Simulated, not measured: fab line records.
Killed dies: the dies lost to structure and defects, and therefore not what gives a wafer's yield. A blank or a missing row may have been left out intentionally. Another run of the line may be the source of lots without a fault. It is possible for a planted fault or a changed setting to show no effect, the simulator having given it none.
Matching of chambers | flow nand_harc | NHARC_P_BONDPAD_STRIP_15 on rie_diel-07 has 4 sister chambers
The step strips in O2. 4 wafers are shown with their chamber, then 8 later ones without.

## EACH WAFER AND ITS CHAMBER
wafer  | chamber | drypump_motor_current_A (A)
L929.6 | 1       | 5.0
L934.2 | 2       | 5.4
L933.5 | 0       | 6.3
L939.1 | 3       | 5.3

## WAFERS WHOSE CHAMBER IS MISSING
wafer  | drypump_motor_current_A (A)
L939.3 | 4.9
L939.5 | 4.9
L947.2 | 5.0
L947.4 | 5.4
L947.6 | 5.4
L950.1 | 5.3
L950.2 | 5.4
L950.5 | 4.9

## WHICH CHAMBER EACH ONE RAN IN
wafer  | from the rows above     | in truth
L939.3 | 1                       | 1
L939.5 | 1                       | 1
L947.2 | 1                       | 1
L947.4 | can't be placed: 2 or 3 | 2
L947.6 | can't be placed: 2 or 3 | 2
L950.1 | can't be placed: 3 or 2 | 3
L950.2 | can't be placed: 2 or 3 | 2
L950.5 | 1                       | 1
Correctly placed: 4 of 8. Unplaceable from these rows: 4, with the true chamber sitting among the candidates in 4. Wrongly placed: 0.
How it was worked out, from the rows above alone: a wafer's distance from a chamber is the root of the sum, over the readings, of the square of ((its reading less the chamber's mean) divided by the reading's scatter). The wafer belongs to the nearest chamber; if the next one is less than 2 further off, it can't be placed. The mean given for a chamber averages the wafers shown for that chamber. The scatter: with one shown wafer a chamber, the root of the mean of the squares of how far each hidden wafer lies from its nearest shown one.
